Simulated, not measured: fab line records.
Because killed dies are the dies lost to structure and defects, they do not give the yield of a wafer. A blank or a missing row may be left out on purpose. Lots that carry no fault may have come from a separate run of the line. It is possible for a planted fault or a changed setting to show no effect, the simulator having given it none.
One fault through the eyes of 2 desks | flow nand harc | each desk holds nothing but its own numbers, with what lay behind them at the end

TOOL OWNER'S DESK, rie diel-07
The tool's own readings at NHARC_P_CONTACT_ETCH_31 (etches the open film in CH3F/O2, target depth 30 nm, time 85.7 s): means of the sampled wafers that have a number, for each lot that ran on this tool. A lot is out of limits, marked OUT, if its mean lies more than 4 standard deviations from the usual mean; the brackets give that distance.
Columns: A = drypump motor current A at NHARC_P_CONTACT_ETCH_31, usual 5.7 A; B = oes product au at NHARC_P_CONTACT_ETCH_31, usual 0.978 a.u.; C = rf fwd power W at NHARC_P_CONTACT_ETCH_31, usual 496.4 W; D = rf vpp V at NHARC_P_CONTACT_ETCH_31, usual 244.1 V; E = run length s at NHARC_P_CONTACT_ETCH_31, usual 107.2 s; F = showerhead plenum p Torr at NHARC_P_CONTACT_ETCH_31, usual 2.45 Torr; G = throttle valve pct at NHARC_P_CONTACT_ETCH_31, usual 20.664 %
lot  | first seen here | A   | B     | C     | D     | E                      | F    | G
L556 | day 6 22:31     | 5.3 | 0.994 | 498.2 | 242.8 | 107.5                  | 2.38 | 20.665
L557 | day 7 04:58     | 6.0 | 0.972 | 496.2 | 245.1 | 107.0                  | 2.55 | 20.659
L560 | day 7 17:56     | 6.0 | 0.978 | 496.8 | 245.7 | 107.2                  | 2.51 | 20.663
L561 | day 8 02:57     | 5.2 | 0.979 | 495.8 | 242.8 | 107.5                  | 2.38 | 20.662
L566 | day 9 08:23     | 5.1 | 0.976 | -     | 244.3 | 59.8 (-99 or more) OUT | 2.42 | 20.660
L567 | day 9 18:30     | 5.2 | 0.992 | 496.7 | 243.1 | 83.7 (-57) OUT         | 2.37 | 20.653
L568 | day 9 20:29     | 5.7 | 0.993 | 497.4 | 243.8 | 83.4 (-58) OUT         | 2.46 | 20.660
This desk's finding: out of limits on L566, L567, L568; first on L566, day 9 08:23 (run length s at NHARC_P_CONTACT_ETCH_31). Within limits: L556, L557, L560, L561.

THE DEFECT DESK
Lot by lot, what the route's inspections counted, given as the mean of those sampled wafers with a number. A lot is out of limits, marked OUT, if its mean lies more than 4 standard deviations from the usual mean; the brackets give that distance.
Columns: A = raw defect count at NHARC_P_CONTACT_INSPECT_14, usual 3.4
lot  | first seen here | A
L553 | day 5 17:56     | 1.3
L552 | day 5 18:42     | 4.0
L555 | day 6 09:44     | 3.3
L556 | day 6 21:43     | 3.0
L557 | day 7 04:09     | 4.0
L560 | day 7 17:08     | 2.7
L559 | day 7 17:40     | 4.7
L561 | day 8 02:09     | 4.3
L566 | day 9 07:34     | 1.5
L567 | day 9 17:41     | 6.0
L568 | day 9 19:37     | 2.0
L571 | day 10 14:40    | 4.3
L574 | day 10 22:31    | 2.0
L573 | day 10 23:54    | 3.0
This desk's finding: nothing out of limits on any of the 14 lots.

ALL TOGETHER
At day 9 08:23, on L566, L567, L568, the tool owner's desk was in a position to raise an alarm.
Nothing the defect desk looked at was out of limits.
The defect desk has L566, L567, L568 on record, within its limits.
NHARC_P_CONTACT_ETCH_31 was run on rie diel-07 by each of the lots named.

WHAT HAD BEEN PUT IN BY THE SIMULATOR
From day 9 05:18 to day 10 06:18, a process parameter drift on rie diel-07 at NHARC_P_CONTACT_ETCH_31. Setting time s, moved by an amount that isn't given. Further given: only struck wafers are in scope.
Struck lots among those shown: L566, L567, L568.
Hours from the fault's start to each desk's first reading out of limits: the tool owner's desk, 3.
